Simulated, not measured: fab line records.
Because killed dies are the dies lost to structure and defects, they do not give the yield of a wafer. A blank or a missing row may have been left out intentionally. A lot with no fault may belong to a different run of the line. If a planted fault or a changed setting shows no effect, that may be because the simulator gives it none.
Matching of chambers | flow n5-finfet | N5_BEOL_M6_DESCUM_16 on rie-diel-03 has 4 sister chambers
The step chemistry O2, time 7.9 s. 4 wafers are shown with their chamber, then 8 later ones without.

== EACH WAFER AND ITS CHAMBER ==
wafer  | chamber | showerhead-plenum-p-Torr (Torr)
L080.2 | 1       | 2.14
L080.5 | 0       | 2.01
L080.6 | 3       | 2.19
L083.3 | 2       | 2.22

== WAFERS WHOSE CHAMBER IS MISSING ==
wafer  | showerhead-plenum-p-Torr (Torr)
L083.5 | 2.01
L083.6 | 2.19
L088.1 | 2.01
L088.5 | 2.21
L088.6 | 2.19
L089.2 | 2.21
L089.5 | 2.21
L089.6 | 2.13

== WHICH CHAMBER EACH ONE RAN IN ==
wafer  | from the rows above     | in truth
L083.5 | 0                       | 0
L083.6 | 3                       | 3
L088.1 | 0                       | 0
L088.5 | can't be placed: 2 or 3 | 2
L088.6 | 3                       | 3
L089.2 | can't be placed: 2 or 3 | 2
L089.5 | can't be placed: 2 or 3 | 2
L089.6 | 1                       | 1
Correct placement for 5 of the 8. These rows do not allow placing 3 (true chamber among the candidates in 3). Placed wrongly: 0.
How it was worked out, from the rows above alone: a wafer's distance from a chamber is the root of the sum, over the readings, of the square of ((its reading less the chamber's mean) divided by the reading's scatter). The wafer belongs to the nearest chamber; if the next one is less than 2 further off, it can't be placed. Each chamber's mean is taken over the wafers shown for it. The scatter: root of mean squared gap, hidden wafer to nearest shown wafer, with one shown wafer a chamber.
